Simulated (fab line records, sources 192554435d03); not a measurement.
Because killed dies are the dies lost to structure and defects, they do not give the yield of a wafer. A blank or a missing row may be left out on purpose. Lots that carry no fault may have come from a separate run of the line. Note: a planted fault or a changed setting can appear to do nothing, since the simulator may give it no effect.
Lot-split experiment	flow n5-finfet	21 wafers read across 7 lots, on a route 1938 steps long

## SPLIT DETAILS
At N5_BEOL_M0_CUTY_COAT_51 (resist thk 150 nm), the setting spin-rpm was moved away from the recipe's 1500 rpm on 9 of the 21 wafers read, by -9.7% to +7.3%. This setting was run at the recipe's value on the other wafers.

## FROM THE SPLIT TO THE READING: what the file shows between them, 4 steps
- N5_BEOL_M0_CUTY_EBR_52
- N5_BEOL_M0_CUTY_SOFTBAKE_53: time 60 s
- N5_BEOL_M0_CUTY_EXPOSE_54: exposes mask M0 ABLK
- N5_BEOL_M0_CUTY_PEB_55: peb time 60 s

## THE READING
CAR-ArF-block_of_BEOL_M0_CUTY_COAT_51.thk-nm (the simulator's own value, which no gauge read), in nm, at N5_BEOL_M0_CUTY_DEVELOP_56 (develop time 30 s). There is no usual value for it anywhere in the file. Here, 12 wafers ran the recipe; their average is 148.4 nm with a standard deviation of 0.4 nm.

wafer	tool, chamber at the split	spin-rpm as run, rpm	against the recipe	CAR-ArF-block_of_BEOL_M0_CUTY_COAT_51.thk-nm, nm	against lot-mates on the recipe
L074.2	litho-track-01, 0	1573	+4.9%	145.2	-3.6
L074.5	litho-track-01, 0	1500	recipe	148.8	-
L074.6	litho-track-01, 0	1573	+4.9%	146	-2.8
L082.1	litho-track-01, 0	1434	-4.4%	151.6	+3.0
L082.3	litho-track-01, 0	1500	recipe	148.6	-
L082.5	litho-track-01, 0	1500	recipe	148.6	-
L089.2	litho-track-01, 0	1609	+7.3%	143.6	-5.6
L089.3	litho-track-01, 0	1500	recipe	149.2	-
L089.5	litho-track-01, 0	1609	+7.3%	144.2	-5.0
L090.3	litho-track-03, 0	1389	-7.4%	154	+5.6
L090.5	litho-track-03, 0	1500	recipe	148.4	-
L090.6	litho-track-03, 0	1389	-7.4%	154.2	+5.8
L093.1	litho-track-03, 0	1354	-9.7%	156	+8.4
L093.4	litho-track-03, 0	1500	recipe	147.6	-
L093.6	litho-track-03, 0	1354	-9.7%	155.6	+8.0
L094.1	litho-track-03, 0	1500	recipe	148	-
L094.3	litho-track-03, 0	1500	recipe	148.2	-
L094.4	litho-track-03, 0	1500	recipe	148.2	-
L097.1	litho-track-01, 0	1500	recipe	148.4	-
L097.4	litho-track-01, 0	1500	recipe	148.4	-
L097.3	litho-track-01, 0	1500	recipe	148.8	-

THE FIT
A straight line over all 21 wafers: CAR-ArF-block_of_BEOL_M0_CUTY_COAT_51.thk-nm changes by -0.704 nm for each +1% of spin-rpm; r = -0.99; the points scatter about the line by 0.45 nm.
The same after taking each lot's own level away (the mean of its wafers on the recipe; 21 wafers): -0.771 nm for each +1%; r = -1.00; scatter 0.35 nm.
On that fit, the largest move of spin-rpm shifts the reading by 7.5 nm.
Measured against the standard deviation above, the lots' own levels, which go from 147.60 to 149.20 nm, span 4.0 times it.
The two slopes are in agreement: the lot-to-lot level therefore moves the slope only a little.
Check: +7.41 nm against its lot-mates is what the line predicts for one of the wafers moved furthest among these (-9.7%) when that wafer is left out of the fit. It came out at +8.4 nm against them.

## ADDITIONAL SPLITS CARRIED BY THESE WAFERS
Other splits were also applied to these wafers ahead of the reading. Each is held against what the fit with the lots' levels taken away leaves over:
other split on the same wafers	wafers away from the commonest value	r with CAR-ArF-block_of_BEOL_M0_CUTY_COAT_51.thk-nm (lot level and that fit taken away)
N5_HKMG_FIN_ETCH_54 bias-w	8	-0.19
N5_GATE_CUT_COAT_27 spin-rpm	7	-0.20
N5_GATE_CUT_EXPOSE_10 dose-mj	7	-0.41
N5_MOL_CONTACT_COAG_CONTACT_ETCH_14 time-s	9	-0.30
N5_MOL_CONTACT_COAG_EXPOSE_81 dose-mj	7	+0.35
N5_MOL_CONTACT_COAG_ETCH_91 time-s	8	+0.15
N5_BEOL_M0_SAQP_PECVD_96 time-s	9	+0.36
N5_BEOL_M0_SAQP_COAT_08 spin-rpm	6	+0.04

## THE WHOLE CHAIN: every reading that the file lists as answering this split, in the file's order
step	what it does	reading	change (the file's fit)	r (the file's)
N5_BEOL_M0_CUTY_COAT_51	resist thk 150 nm	CAR-ArF-block_of_BEOL_M0_CUTY_COAT_51.thk-nm (the simulator's own value, which no gauge read)	-0.781 nm for each +1% of the setting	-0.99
N5_BEOL_M0_CUTY_DEVELOP_56	develop time 30 s	CAR-ArF-block_of_BEOL_M0_CUTY_COAT_51.thk-nm (the simulator's own value, which no gauge read)	-0.771 nm for each +1% of the setting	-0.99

## FILE'S OWN FIT
CAR-ArF-block_of_BEOL_M0_CUTY_COAT_51.thk-nm changes by -0.771 nm for each +1% of spin-rpm, r = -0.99.
